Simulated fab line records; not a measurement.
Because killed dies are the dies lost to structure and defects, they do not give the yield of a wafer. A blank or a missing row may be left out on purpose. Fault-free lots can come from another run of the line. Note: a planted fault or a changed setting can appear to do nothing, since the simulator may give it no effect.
Lot-split experiment ; flow n5_finfet ; route with 1938 steps; 7 lots, 21 wafers read

SPLIT DETAILS
At N5_BEOL_M8_COAT_22 (resist thk 30 nm), the setting spin_rpm was moved away from the recipe's 1500 rpm on 4 of the 21 wafers read, by -9.1% to +10.9%. The other wafers ran this setting at the recipe's value.

FROM THE SPLIT TO THE READING: what the file shows between them, 4 steps
- N5_BEOL_M8_EBR_24
- N5_BEOL_M8_SOFTBAKE_23: time 60 s
- N5_BEOL_M8_EXPOSE_25: exposes mask V7, target cd 40 nm
- N5_BEOL_M8_PEB_26: peb time 60 s

THE READING
CAR-EUV_of_BEOL_M8_COAT_22.thk_nm (the simulator's own value, which no gauge read), in nm, at N5_BEOL_M8_DEVELOP_27 (develop time 30 s). The file gives no usual value for it. The 17 wafers here that ran the recipe average 29.5 nm, standard deviation 0.13 nm.

wafer;tool, chamber at the split;spin_rpm as run, rpm;against the recipe;CAR-EUV_of_BEOL_M8_COAT_22.thk_nm, nm;against lot-mates on the recipe
L077.2;litho_track-04, 0;1500;recipe;29.6;-
L077.4;litho_track-04, 0;1500;recipe;29.6;-
L077.6;litho_track-04, 0;1500;recipe;29.6;-
L081.1;litho_track-02, 0;1663;+10.9%;28.2;-1.6
L081.2;litho_track-02, 0;1500;recipe;29.8;-
L081.3;litho_track-02, 0;1500;recipe;29.8;-
L088.3;litho_track-02, 0;1500;recipe;29.6;-
L088.4;litho_track-02, 0;1500;recipe;29.6;-
L088.5;litho_track-02, 0;1500;recipe;29.6;-
L087.1;litho_track-04, 0;1364;-9.1%;31;+1.4
L087.3;litho_track-04, 0;1364;-9.1%;31;+1.4
L087.6;litho_track-04, 0;1500;recipe;29.6;-
L089.2;litho_track-04, 0;1500;recipe;29.4;-
L089.3;litho_track-04, 0;1500;recipe;29.4;-
L089.4;litho_track-04, 0;1500;recipe;29.4;-
L094.2;litho_track-04, 0;1500;recipe;29.4;-
L094.5;litho_track-04, 0;1500;recipe;29.4;-
L094.6;litho_track-04, 0;1500;recipe;29.4;-
L097.1;litho_track-04, 0;1500;recipe;29.4;-
L097.2;litho_track-04, 0;1500;recipe;29.6;-
L097.3;litho_track-04, 0;1401;-6.6%;30.6;+1.1

FIT RESULTS
A straight line over all 21 wafers: CAR-EUV_of_BEOL_M8_COAT_22.thk_nm changes by -0.146 nm for each +1% of spin_rpm; r = -0.97; the points scatter about the line by 0.14 nm.
The same after taking each lot's own level away (the mean of its wafers on the recipe; 21 wafers): -0.153 nm for each +1%; r = -1.00; scatter 0.04 nm.
According to that fit, moving spin_rpm by its largest amount changes the reading by 1.7 nm.
The span of the lots' own levels, 29.40 to 29.80 nm, comes to 3.0 times the standard deviation stated above.
So the lot-to-lot level changes the slope little: the two slopes agree.
Check: with one of the wafers moved furthest among these (+10.9%) left out of the fit, the line predicts -1.7 nm for it against its lot-mates. It came out at -1.6 nm against them.

ADDITIONAL SPLITS CARRIED BY THESE WAFERS
Before the reading, these wafers also passed through other splits. Each is held against what the fit with the lots' levels taken away leaves over:
other split on the same wafers;wafers away from the commonest value;r with CAR-EUV_of_BEOL_M8_COAT_22.thk_nm (lot level and that fit taken away)
N5_BEOL_M5_ETCH_41 source_w;3;-0.02
N5_BEOL_M6_TRENCH_ETCH_37 time_s;7;+0.00
N5_BEOL_M6_ALD_77 co_reactant_pulse_time_s;8;-0.31
N5_BEOL_M7_TRENCH_ETCH_37 source_w;8;+0.13

THE WHOLE CHAIN: every reading that the file lists as answering this split, in the file's order
step;what it does;reading;change (the file's fit);r (the file's)
N5_BEOL_M8_COAT_22;resist thk 30 nm;CAR-EUV_of_BEOL_M8_COAT_22.thk_nm (the simulator's own value, which no gauge read);-0.144 nm for each +1% of the setting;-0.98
N5_BEOL_M8_DEVELOP_27;develop time 30 s;CAR-EUV_of_BEOL_M8_COAT_22.thk_nm (the simulator's own value, which no gauge read);-0.153 nm for each +1% of the setting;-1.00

THE FILE'S OWN FIT
CAR-EUV_of_BEOL_M8_COAT_22.thk_nm changes by -0.153 nm for each +1% of spin_rpm, r = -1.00.
